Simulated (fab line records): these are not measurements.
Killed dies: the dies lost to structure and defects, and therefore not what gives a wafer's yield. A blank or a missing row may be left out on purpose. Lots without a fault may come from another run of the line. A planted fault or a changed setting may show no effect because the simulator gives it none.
fab line records	flow n5Finfet
record lots=10	wafers=29	lastDay=17
route steps=1938 shown MOL_CONTACT_COAG@543 BEOL_M4@1111 PASSIVATION@1936
lots with no fault: from the same line, run without faults
startH: the number of hours between the record's first day and the start of the first shown wafer of the lot	waitH: time in hours since the lot's previous step	" identical to the entry in the row above	L1.1+2: a row that stands for several wafers	- no value, or no start given	* or withheld: withheld	< > ~ a bound
route shown NAME@n: names a module that has steps shown in the file, with the first one's number in the route	usual: mean/standard deviation taken from wafers without a fault	same: alike in all rows	chamber/n: place in a boat	sites: each site's reading	_std_site: the standard deviation of these	_edge_site: the outer-site mean with the inner-site mean subtracted	radiusMm: how far each site lies from the wafer's centre	mask NAME#n: copy n	behind: the most recent tool/chamber to have shaped the wafer	hold: reason for holding the lot/hours on hold/outcome of the hold	device: transistor that didn't switch, given as n, p or np	end of line: the same wafers' tests at the end of the route	a step given without rows: its recipe and nothing more	killed: the dies lost at the first sort to structure and to defects; this is not the yield of the wafer	map: the dies of a wafer, with x for killed, . for not killed, _ for no die there
set.NAME: setting as actually run; set.NAME@STEP: the setting as run at that earlier step	model.NAME: the simulator's own value behind a step, which no gauge read
a sample of lots followed through the steps of the route, with each step as a table and each wafer as a row
services: when a tool's chamber went out of use (startH, in hours from the record's first day, below 0 if earlier), for how many hours, and the reason
## steps
# step N5_MOL_CONTACT_COAG_TI_SIL_19
# recipe material=Ti	targetThkA=42	tempC=200	chamberPressurePa=5	powerW=5000	timeS=15
# usual chamberPressurePa=5.001/0.0097	throttleValvePct=30.8/0.78
lot.wafer	tool	chamber	startH	waitH	chamberPressurePa	throttleValvePct
L715.1	pvdSputter-02	-	102.40	0.3	4.991	31.2
L715.3	"	-	"	"	5.000	31.3
L715.4	"	-	"	"	5.009	30.4
L716.2	pvdSputter-02	-	107.30	0.2	5.013	31.3
L716.3	"	-	"	"	4.996	30.1
L716.4	"	-	"	"	4.993	32.2
L719.1	pvdSputter-03	-	123.87	0.2	4.996	30.4
L719.3	"	-	"	"	5.009	29.5
L719.5	"	-	"	"	5.011	31.3
L720.2	pvdSputter-03	-	129.55	0.2	5.002	29.6
L720.3	"	-	"	"	5.004	31.0
L720.6	"	-	"	"	5.008	30.6
L721.3	pvdSputter-01	-	137.23	1.8	5.018	31.8
L721.4	"	-	"	"	4.990	31.6
L721.5	"	-	"	"	4.993	30.6
L722.3	pvdSputter-01	-	143.27	0.3	4.997	30.4
L722.5	"	-	"	"	5.017	31.3
L722.6	"	-	"	"	5.016	30.5
L727.1	pvdSputter-01	-	174.06	0.3	5.011	31.3
L727.2	"	-	"	"	4.982	30.9
L727.4	"	-	"	"	4.989	30.4
L730.1	pvdSputter-02	-	192.79	0.2	5.001	31.0
L730.4	"	-	"	"	4.991	31.2
L730.5	"	-	"	"	4.989	32.3
L732.2	pvdSputter-02	-	203.53	0.2	5.006	31.5
L732.3	"	-	"	"	4.991	31.1
L734.2	pvdSputter-03	-	215.09	0.2	4.998	29.6
L734.4	"	-	"	"	4.993	31.3
L734.6	"	-	"	"	5.005	29.3
# step N5_MOL_CONTACT_COAG_ANNEAL_113
# recipe tempC=400	timeS=300	ambient=H2/N2
# usual lampPowerPct=2.67/0.066	lamp_zone_3_pct=2.67/0.066	wafer_temp_C_max=401.4/0.43
lot.wafer	tool	chamber	startH	waitH	lampPowerPct	lamp_zone_3_pct	wafer_temp_C_max
L715.1	rtpAnneal-02	0	105.14	0.3	2.74	2.74	401.0
L715.3	"	0	"	"	2.74	2.73	400.8
L715.4	"	0	"	"	2.74	2.74	401.0
L716.2	rtpAnneal-01	0	109.11	0.5	2.60	2.60	402.0
L716.3	"	0	"	"	2.61	2.60	401.5
L716.4	"	0	"	"	2.61	2.60	401.6
L719.1	rtpAnneal-01	0	127.29	0.3	2.61	2.60	402.3
L719.3	"	0	"	"	2.60	2.61	402.0
L719.5	"	0	"	"	2.60	2.60	401.4
L720.2	rtpAnneal-01	0	131.28	0.5	2.61	2.60	401.6
L720.3	"	0	"	"	2.60	2.61	402.1
L720.6	"	0	"	"	2.60	2.60	401.8
L721.3	rtpAnneal-02	0	139.42	0.6	2.73	2.74	401.5
L721.4	"	0	"	"	2.74	2.74	401.4
L721.5	"	0	"	"	2.74	2.74	401.0
L722.3	rtpAnneal-02	0	145.76	0.7	2.73	2.74	400.8
L722.5	"	0	"	"	2.73	2.74	401.2
L722.6	"	0	"	"	2.74	2.74	401.0
L727.1	rtpAnneal-02	0	178.27	0.4	2.74	2.73	401.2
L727.2	"	0	"	"	2.74	2.74	401.0
L727.4	"	0	"	"	2.74	2.73	400.9
L730.1	rtpAnneal-01	0	194.30	0.3	2.60	2.60	401.7
L730.4	"	0	"	"	2.61	2.61	402.0
L730.5	"	0	"	"	2.61	2.61	402.3
L732.2	rtpAnneal-02	0	207.66	0.5	2.74	2.73	401.2
L732.3	"	0	"	"	2.74	2.74	401.1
L734.2	rtpAnneal-02	0	217.28	0.5	2.74	2.74	401.4
L734.4	"	0	"	"	2.74	2.74	401.5
L734.6	"	0	"	"	2.74	2.74	401.0
# step N5_MOL_CONTACT_COAG_CMP_23
# recipe stopOn=SiO2	tOverpolishS=1.5	postCmpClean=cuAlkaline	downForcePsi=2	platenRpm=50.289	padVelocityMS=1.0006	targetThkNm=0
# usual motorCurrentA=8.5/0.64	overpolishRunS=1.501/0.0076	timeToEndpointS=7.9/2
lot.wafer	tool	chamber	startH	waitH	motorCurrentA	overpolishRunS	timeToEndpointS
L715.1	cmp-02	2	106.98	0.0	9.1	1.501	8.4
L715.4	"	3	"	"	8.0	1.507	7.7
L715.3	"	1	"	"	8.4	1.519	8.7
L716.3	cmp-02	1	110.96	0.0	8.3	1.508	11.6
L716.4	"	2	"	"	9.1	1.505	9.1
L716.2	"	0	"	"	9.5	1.490	11.0
L719.3	cmp-03	2	128.97	0.1	7.1	1.500	10.0
L719.1	"	3	"	"	7.0	1.506	7.6
L719.5	"	2	"	"	7.0	1.494	7.4
L720.3	cmp-02	2	132.87	0.0	8.9	1.495	10.0
L720.2	"	3	"	"	7.8	1.494	6.0
L720.6	"	2	"	"	9.1	1.491	9.3
L721.3	cmp-01	1	140.35	0.1	7.7	1.515	9.8
L721.4	"	2	"	"	8.5	1.510	6.2
L721.5	"	0	"	"	9.3	1.507	7.1
L722.3	cmp-02	0	148.05	0.2	9.2	1.497	6.6
L722.5	"	2	"	"	8.5	1.512	8.4
L722.6	"	3	"	"	8.2	1.508	7.2
L727.2	cmp-02	2	179.48	0.1	8.8	1.505	5.7
L727.1	"	3	"	"	8.0	1.499	1.6
L727.4	"	0	"	"	9.1	1.493	4.7
L730.1	cmp-02	0	197.33	0.1	9.2	1.512	8.5
L730.4	"	1	"	"	7.8	1.510	6.4
L730.5	"	3	"	"	8.2	1.493	6.9
L732.3	cmp-02	3	209.53	0.0	8.1	1.511	6.6
L732.2	"	1	"	"	8.5	1.492	8.0
L734.4	cmp-01	2	218.75	0.1	8.4	1.503	7.8
L734.2	"	3	"	"	8.3	1.498	10.9
L734.6	"	1	"	"	8.5	1.499	8.6
# step N5_MOL_CONTACT_COAG_ALD_123
# recipe material=SiNx	targetThkA=50	tempC=400	aldPrecursorFamily=SiH2I2	aldCoReactant=N2/H2-plasma	pulseTimeS=1	purgeTimeS=2	coReactantPurgeTimeS=2	aldCycles=100	pressureTorr=2
# usual aldCycles=100/0	heaterPowerW=880/92	precursorPulseHeightRel=0.999/0.018
lot.wafer	tool	chamber	startH	waitH	aldCycles	heaterPowerW	precursorPulseHeightRel
L715.1	aldSin-02	3	109.70	0.0	100	774	0.993
L715.3	"	1	"	"	100	826	0.986
L715.4	"	2	"	"	100	886	1.006
L716.2	aldSin-01	1	114.13	0.0	100	1032	1.011
L716.3	"	3	"	"	100	746	1.020
L716.4	"	0	"	"	100	989	0.982
L719.1	aldSin-02	0	131.65	0.0	100	903	1.013
L719.3	"	1	"	"	100	812	0.977
L719.5	"	2	"	"	100	861	1.031
L720.2	aldSin-03	2	135.59	0.0	100	919	1.001
L720.3	"	0	"	"	100	862	1.006
L720.6	"	1	"	"	100	852	1.006
L721.3	aldSin-01	1	143.07	0.0	100	1024	1.022
L721.4	"	2	"	"	100	722	0.989
L721.5	"	3	"	"	100	756	0.969
L722.3	aldSin-03	2	151.32	0.5	100	913	1.022
L722.5	"	1	"	"	100	850	0.994
L722.6	"	2	"	"	100	889	0.985
L727.1	aldSin-01	2	182.45	0.2	155	709	0.999
L727.2	"	0	"	"	100	987	1.034
L727.4	"	1	"	"	100	1000	1.022
L730.1	aldSin-01	3	200.35	0.3	155	741	1.013
L730.4	"	1	"	"	100	1027	0.956
L730.5	"	1	"	"	100	1074	1.024
L732.2	aldSin-01	1	212.57	0.3	100	1046	0.961
L732.3	"	3	"	"	155	774	1.009
L734.2	aldSin-03	2	221.68	0.0	100	908	1.004
L734.4	"	0	"	"	100	882	1.027
L734.6	"	3	"	"	100	843	0.968
# step N5_BEOL_M4_RC_MEAS_101
# usual DIBL_N=36.4/1.2	DIBL_P=36.1/1.6	IOFF_N=0.156/0.024	IOFF_P=0.21/0.031	ION_N=674/11	ION_P=463/6.9	SS_N=71.5/0.5	SS_P=73.2/0.55	VT_N=250.0/2.9	VT_P=-250/3.6
lot.wafer	tool	chamber	startH	waitH	DIBL_N[mV/V]	DIBL_P[mV/V]	IOFF_N[nA/um]	IOFF_P[nA/um]	ION_N[uA/um]	ION_P[uA/um]	SS_N[mV/dec]	SS_P[mV/dec]	VT_N[mV]	VT_P[mV]
L715.1	prober-01	0	173.74	0.0	37.3	38.3	0.181	0.23	680	469	72.1	73.3	247.3	-250
L715.3	"	0	"	"	38.7	39.4	0.208	0.24	684	464	72.1	73.8	244.2	-249
L715.4	"	0	"	"	36.8	37.6	0.167	0.21	674	459	72.4	73.3	247.0	-251
L716.2	prober-02	0	174.43	0.2	35.5	36.6	0.160	0.20	675	456	71.5	73.7	248.2	-252
L716.3	"	0	"	"	35.4	36.2	0.146	0.18	661	450	71.3	73.5	250.2	-257
L716.4	"	0	"	"	37.9	39.3	0.207	0.24	679	463	71.7	75.0	244.5	-249
L719.1	prober-01	0	191.95	0.0	36.8	35.8	0.182	0.28	676	470	71.2	73.6	250.4	-245
L719.3	"	0	"	"	38.0	36.4	0.195	0.28	683	467	72.1	74.5	247.6	-242
L719.5	"	0	"	"	37.1	36.3	0.185	0.29	681	471	71.8	73.5	247.4	-243
L720.2	prober-02	0	195.98	0.2	34.6	33.9	0.136	0.20	661	466	70.7	73.5	250.5	-249
L720.3	"	0	"	"	35.2	35.1	0.148	0.22	678	468	71.2	73.2	251.3	-247
L720.6	"	0	"	"	36.4	36.3	0.181	0.25	688	482	71.6	73.9	246.8	-246
L721.3	prober-02	0	203.22	0.3	38.4	38.1	0.182	0.22	684	467	71.4	73.2	248.8	-250
L721.4	"	0	"	"	37.3	38.3	0.173	0.21	677	461	72.0	72.5	247.9	-248
L721.5	"	0	"	"	37.4	37.4	0.163	0.19	683	466	71.9	73.1	249.7	-249
L722.3	prober-02	0	222.35	0.3	39.1	38.8	0.219	0.26	698	476	72.2	73.5	243.5	-246
L722.5	"	0	"	"	37.1	35.5	0.158	0.21	676	466	71.5	73.5	249.8	-249
L722.6	"	0	"	"	38.8	38.1	0.207	0.25	698	471	71.7	73.9	244.3	-246
L727.2	prober-02	0	244.06	0.2	35.8	34.9	0.151	0.18	684	460	71.6	73.0	249.4	-254
L727.4	"	0	"	"	34.6	33.3	0.127	0.17	665	452	71.5	73.3	253.1	-257
L730.1	prober-01	0	257.99	0.0	35.7	34.8	0.138	0.19	668	461	70.4	73.1	249.6	-249
L730.4	"	0	"	"	35.9	35.4	0.143	0.21	668	461	71.3	72.7	248.5	-250
L730.5	"	0	"	"	36.2	35.9	0.145	0.21	669	466	71.4	72.7	249.6	-248
L732.2	prober-01	0	276.94	0.2	37.7	36.7	0.175	0.25	679	467	71.8	73.3	247.2	-247
L732.3	"	0	"	"	37.7	37.1	0.186	0.26	688	470	71.7	74.1	247.7	-247
L734.2	prober-02	0	300.99	0.2	37.2	36.8	0.152	0.20	674	464	71.7	72.6	251.9	-254
L734.4	"	0	"	"	35.7	34.9	0.127	0.18	669	462	71.3	72.5	253.1	-254
L734.6	"	0	"	"	36.0	34.9	0.134	0.18	681	464	71.2	72.6	253.8	-255
# step N5_PASSIVATION_PROBE_49
# usual defectLimitedYield=91.4/1.5	killed_at_M0_to_M3=31/11	killed_at_M4_up=13/5.5	killedAtContacts=13/6.3	killedAtFrontEnd=40/13	killedAtOther=3.3/2.6	killedDies=101/18	killedOnRim=13/4	killedOpen=67/13	killedShort=33/7.9	sort_bin_5_function=5.1/1	sort_bin_6_memory=3.2/0.68	sortNPass=1079/18	sortYieldPct=91.4/1.5
# same grossDies=1180	killedAtBackSide=0	sort_bin_4_leakage[%]=0	sort_bin_8_speed[%]=0
lot.wafer	tool	chamber	startH	waitH	defectLimitedYield[%]	killed_at_M0_to_M3	killed_at_M4_up	killedAtContacts	killedAtFrontEnd	killedAtOther	killedDies	killedOnRim	killedOpen	killedShort	sort_bin_5_function[%]	sort_bin_6_memory[%]	sortNPass	sortYieldPct[%]
L727.1	prober-02	-	351.41	0.0	7.3	48	8	995	42	1	1094	134	75	42	88.3	4.2	86	7.3
L727.2	prober-02	-	351.46	0.1	92.1	32	15	3	41	2	93	20	58	34	4.7	2.8	1087	92.1
L727.4	prober-02	-	351.56	0.2	90.6	41	17	21	28	4	111	10	71	39	6.1	3.1	1069	90.6
L730.1	prober-02	-	356.28	0.0	71.0	28	22	247	44	1	342	108	75	38	24.7	4.0	838	71.0
L730.4	prober-02	-	356.43	0.2	91.5	37	10	13	38	2	100	16	54	46	5.9	2.1	1080	91.5
L730.5	prober-02	-	356.48	0.2	90.5	36	16	20	35	5	112	14	81	31	5.8	3.5	1068	90.5
L732.2	prober-02	-	370.08	0.1	92.5	18	24	21	26	0	89	10	60	28	4.9	2.5	1091	92.5
L732.3	prober-02	-	370.13	0.1	43.6	19	17	593	32	4	665	146	52	25	53.3	2.8	515	43.6
# killed by level:class
L727.1 MOL_CONTACT_COAG:areaEtch=976 MOL_CONTACT_COAG:geometricParticle:open=13 BEOL_M0:geometricParticle:open=13 DUMMY_GATE:geometricParticle:open=9 FIN_SAQP:geometricParticle:open=8 BEOL_M0_SAQP:geometricParticle:short=8 BEOL_M0_SAQP:geometricParticle:open=7 MOL_CONTACT_COAG:geometricParticle:short=6
L727.2 FIN_SAQP:geometricParticle:open=8 FIN_SAQP:geometricParticle:short=6 BEOL_M3:geometricParticle:open=6 BEOL_M6:geometricParticle:open=6 BEOL_M0_SAQP:geometricParticle:short=5 BEOL_M1:geometricParticle:short=5 BEOL_M8:geometricParticle:open=4 DUMMY_GATE:geometricParticle:open=4
L727.4 MOL_CONTACT_COAG:geometricParticle:open=15 BEOL_M0_SAQP:geometricParticle:open=11 BEOL_M0_SAQP:geometricParticle:short=11 FIN_SAQP:geometricParticle:open=7 GATE_CUT:geometricParticle:short=6 MOL_CONTACT_COAG:geometricParticle:short=6 BEOL_M3:geometricParticle:open=5 BEOL_M2:geometricParticle:open=5
L730.1 MOL_CONTACT_COAG:areaEtch=229 MOL_CONTACT_COAG:geometricParticle:open=14 BEOL_M2:geometricParticle:open=12 FIN_SAQP:geometricParticle:short=10 BEOL_M4:geometricParticle:open=10 FIN_SAQP:geometricParticle:open=9 STI_FIN_REVEAL:geometricParticle:open=6 BEOL_M0_SAQP:geometricParticle:open=6
L730.4 BEOL_M0_SAQP:geometricParticle:short=12 MOL_CONTACT_COAG:geometricParticle:open=10 FIN_SAQP:geometricParticle:short=7 STI_FIN_REVEAL:geometricParticle:open=7 BEOL_M2:geometricParticle:open=7 BEOL_M4:geometricParticle:open=6 FIN_SAQP:geometricParticle:open=5 GATE_CUT:geometricParticle:short=5
L730.5 MOL_CONTACT_COAG:geometricParticle:open=16 BEOL_M0_SAQP:geometricParticle:open=10 STI_FIN_REVEAL:geometricParticle:open=8 FIN_SAQP:geometricParticle:short=7 BEOL_M1:geometricParticle:open=7 BEOL_M2:geometricParticle:open=7 FIN_SAQP:geometricParticle:open=5 BEOL_M4:geometricParticle:open=5
L732.2 BEOL_M4:geometricParticle:open=15 MOL_CONTACT_COAG:geometricParticle:open=11 MOL_CONTACT_COAG:geometricParticle:short=10 BEOL_M2:geometricParticle:open=9 FIN_SAQP:geometricParticle:open=6 FIN_SAQP:geometricParticle:short=4 STI_FIN_REVEAL:geometricParticle:open=3 GATE_CUT:geometricParticle:short=3
L732.3 MOL_CONTACT_COAG:areaEtch=587 FIN_SAQP:geometricParticle:open=10 BEOL_M0_SAQP:geometricParticle:open=7 BEOL_M4:geometricParticle:open=7 FIN_SAQP:geometricParticle:short=5 STI_FIN_REVEAL:geometricParticle:open=5 BEOL_M0_SAQP:geometricParticle:short=5 BEOL_M2:geometricParticle:open=4
## services
tool	chamber	startH	hours	kind
aldSin-02	0	83.73	3.5	repair
aldSin-03	-	85.25	14.0	pm
aldSin-03	0	85.25	14.0	ventCycle
aldSin-03	1	85.25	14.0	ventCycle
cmp-01	-	97.77	19.5	repair
aldSin-03	3	101.40	10.0	repair
cmp-02	-	104.25	0.9	repair
cmp-03	-	106.39	1.6	repair
aldSin-02	0	108.34	6.2	repair
aldSin-03	0	108.39	8.2	repair
pvdSputter-02	-	115.51	1.1	repair
cmp-03	-	120.56	4.7	pm
cmp-02	-	124.95	4.0	pm
cmp-02	-	128.95	-	consumableReplace:conditioner
cmp-02	-	128.95	-	consumableReplace:pad
cmp-03	-	133.54	4.0	repair
cmp-01	-	133.97	2.0	repair
aldSin-02	-	141.74	6.1	pm
cmp-01	-	165.72	20.0	pm
cmp-03	-	167.87	1.6	repair
cmp-03	-	181.19	5.3	repair
cmp-02	-	183.50	0.6	repair
cmp-01	-	191.11	0.3	repair
cmp-03	-	208.50	1.8	repair
## key
firstSign step=N5_MOL_CONTACT_COAG_ALD_123	reading=aldCycles	direction=up	sigmas=99+	usual=*	struck=*
effect step=N5_PASSIVATION_PROBE_49	reading=killedAtContacts	direction=up	sigmas=95	usual=13	struck=612
moreKillsBornAt N5_MOL_CONTACT_COAG_ETCH_48@rieDiel-03=976	N5_MOL_CONTACT_COAG_ETCH_48@rieDiel-01=816
metAt N5_MOL_CONTACT_COAG_ALD_123
struckLots L727,L730,L732
struckWafers L727.1,L730.1,L732.3
laterRowsLeftOut L727.1
notActingAt N5_MOL_CONTACT_COAG_TI_SIL_19,N5_MOL_CONTACT_COAG_ANNEAL_113,N5_MOL_CONTACT_COAG_CMP_23
onsetBetween 143.07 182.45
fault kind=processParameterDrift	tool=aldSin-01	chamber=-	onsetH=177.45	steps=N5_MOL_CONTACT_COAG_ALD_123	channel=aldCycles	offset=*	shape=step	endH=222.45	scope=struckWafersOnly	actsIn=*	stated=*
# laterRowsLeftOut: the simulator's readings of these wafers behind a module that went badly wrong aren't trusted and aren't shown, but for the sort
